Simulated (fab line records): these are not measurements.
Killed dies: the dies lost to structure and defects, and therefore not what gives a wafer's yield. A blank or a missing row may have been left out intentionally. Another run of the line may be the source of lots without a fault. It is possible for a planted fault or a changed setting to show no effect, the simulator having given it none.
Comparing a struck lot with a sound one / flow n5Finfet / 36 out of 1938 route steps
Sound: these wafers, L711.3, L711.4, L711.6. Struck: wafer L730.5 (L730.1, L730.4, from the same lot, were not struck and are left out); the cause is given at the end.
Order at every step that has rows: each side's tool, ch and its chambers, its first start. Under that, the readings that differ: sound wafers / struck wafers / difference of the means / sigmas: that difference in standard deviations of wafers without a fault.
alike: a reading whose means differ by less than 2 such deviations, as well as words and numbers matching on both sides. not compared: withheld readings; readings where some wafer has no value; bounds like >300 that might hide an equal value; numbers whose values overlap and for which the record gives no deviation.
Wherever a step has rows on one side only, a row that says differs or no value, or a row with sigmas, the two part there. When numbers do not overlap yet have no deviation, they are printed without sigmas and do not part them. Lack of a reading on every wafer of one side parts them only where that side has two or more wafers.

first, 10 steps without rows for these wafers: N5_GATE_CUT_DESCUM_18 (chemistry O2, time 7 s); N5_GATE_CUT_ETCH_28 (etches underlayer in N2/H2, target depth 13 nm, time 10.4 s); N5_GATE_CUT_ETCH_36 (etches SiARC in CF4, target depth 13 nm, time 21.7 s); N5_GATE_CUT_ETCH_37 (etches SOC in N2/H2, target depth 60 nm, overetch 12 nm, time 90 s); N5_GATE_CUT_STRIP_38 (strips in N2/H2); N5_GATE_CUT_STRIP_39 (strips in N2/H2); N5_GATE_CUT_HM_OPEN_40 (chemistry C4F6/O2, target SiO2, target depth 139 nm, time 85.1 s); N5_GATE_CUT_STRIP_41 (strips in CF4); N5_GATE_CUT_STRIP_42 (strips in O2); N5_GATE_CUT_ETCH_19 (etches SiNx in CH3F/O2, target depth 53.7 nm, time 76.7 s).
N5_GATE_CUT_CUT_ETCH_53: etches W in SF6/Cl2, target depth 79.2 nm.
  sound on rieMetal-02 ch 0,1, day 4 18:40; struck on rieMetal-02 ch 1, day 10 08:30
reading=etchRfOnTimeS (s); sound=25.6 25.0 25.7; struck=34.3; difference=+8.9; sigmas=+18
reading=oesProductAu (a.u.); sound=0.59 0.92 0.59; struck=0.49; difference=-0.21; sigmas=-2
  alike: chamberPressureMTorr, drypumpMotorCurrentA, throttleValvePct
  not compared: rfHoursCounterH
then, 2 steps without rows for these wafers: N5_GATE_CUT_CUT_ETCH_54 (etches TiN in Cl2/BCl3, target depth 96.7 nm); N5_GATE_CUT_CUT_ETCH_55 (etches HfO2 in BCl3, target depth 3.2 nm).
N5_GATE_CUT_ETCH_47: etches SiO2 in Cl2/BCl3, target depth 10 nm.
  sound on rieMetal-02 ch 0,1, day 4 18:49; struck on rieMetal-02 ch 0, day 10 08:39
reading=model.GATE_CUT.cdNm (nm); sound=20 19.6 19.8; struck=19.2; difference=-0.6; sigmas=
  alike: chamberPressureMTorr, drypumpMotorCurrentA, oesProductAu, throttleValvePct
  not compared: rfHoursCounterH
then, 20 steps without rows for these wafers: N5_GATE_CUT_VAPOR_ETCH_48 (etches TiN in BCl3/Cl2); N5_GATE_CUT_VAPOR_ETCH_49 (etches TiAlC in BCl3/Cl2); N5_GATE_CUT_VAPOR_ETCH_51 (etches HfO2 in BCl3/Cl2); N5_GATE_CUT_STRIP_21 (strips in N2/H2, time 30 s); N5_GATE_CUT_STRIP_29 (strips in post etch residue remover, time 60 s); N5_GATE_CUT_SRD_52 (time 30 s); N5_GATE_CUT_ALD_22 (deposits SiNx, target thk 16 nm, pulse time 1 s, ald cycles 320); N5_GATE_CUT_CMP_23 (polishes, stops on SiO2, t overpolish 23.4 s, target thk 16 nm); N5_GATE_CUT_CMP_43 (polishes SiO2); N5_GATE_CUT_CMP_61 (polishes, stops on SiNx, t overpolish 3 s); N5_MOL_CONTACT_COAG_COAT_103 (time 60 s, resist thk 80 nm); N5_MOL_CONTACT_COAG_COAT_104 (time 60 s, resist thk 12 nm); N5_MOL_CONTACT_COAG_COAT_58 (time 60 s, resist thk 10 nm); N5_MOL_CONTACT_COAG_COAT_02 (resist thk 30 nm); N5_MOL_CONTACT_COAG_EBR_04; N5_MOL_CONTACT_COAG_SOFTBAKE_03 (time 60 s); N5_MOL_CONTACT_COAG_EXPOSE_05 (exposes mask CA, defocus 0 nm); N5_MOL_CONTACT_COAG_PEB_06 (peb time 60 s); N5_MOL_CONTACT_COAG_DEVELOP_07 (develop time 30 s); N5_MOL_CONTACT_COAG_DESCUM_13 (chemistry O2, time 7 s).
-- here the record skips 4 days between the struck wafers' starts before and after, leaving off in module MOL_CONTACT_COAG and picking up in module BEOL_M4 (first step shown: number 1111 of the route) --
N5_BEOL_M4_RC_MEAS_101:
  sound on prober-01 ch 0, day 8 17:20; struck on prober-02 ch 0, day 14 00:58
  alike: DIBL_N, DIBL_P, IOFF_N, IOFF_P, ION_N, ION_P, SS_N, SS_P, VT_N, VT_P
-- a jump in the record: the struck wafers' starts before and after are 4 days apart (it breaks off in module BEOL_M4 and resumes in module PASSIVATION, where the first step shown is number 1936 of the route) --
N5_PASSIVATION_PROBE_49:
  sound on prober-02, day 13 15:20; struck on prober-01, day 18 05:30
reading=defectLimitedYield (%); sound=93.6 92.7 92.4; struck=48.5; difference=-44.4; sigmas=-28
reading=killedAtFrontEnd; sound=22 49 35; struck=534; difference=+499; sigmas=+42
reading=killedDies; sound=76 86 90; struck=608; difference=+524; sigmas=+28
reading=killedOnRim; sound=7 11 17; struck=72; difference=+60; sigmas=+15
reading=killedOpen; sound=47 43 53; struck=83; difference=+35; sigmas=+3
reading=sort_bin_5_function (%); sound=3.9 3.7 4.7; struck=46.4; difference=+42.3; sigmas=+42
reading=sort_bin_6_memory (%); sound=2.1 2.9 2.8; struck=4.7; difference=+2.1; sigmas=+3
reading=sortNPass; sound=1104 1094 1090; struck=572; difference=-524; sigmas=-28
reading=sortYieldPct (%); sound=93.6 92.7 92.4; struck=48.5; difference=-44.4; sigmas=-28
  alike: killed_at_M0_to_M3, killed_at_M4_up, killedAtContacts, killedAtOther, killedShort

WHERE THEY PART
First at N5_GATE_CUT_CUT_ETCH_53; last, within this record, at N5_PASSIVATION_PROBE_49.

WHY: what the simulator had put in
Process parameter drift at N5_GATE_CUT_CUT_ETCH_53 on rieMetal-02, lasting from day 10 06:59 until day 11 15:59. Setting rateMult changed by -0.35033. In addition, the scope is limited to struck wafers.
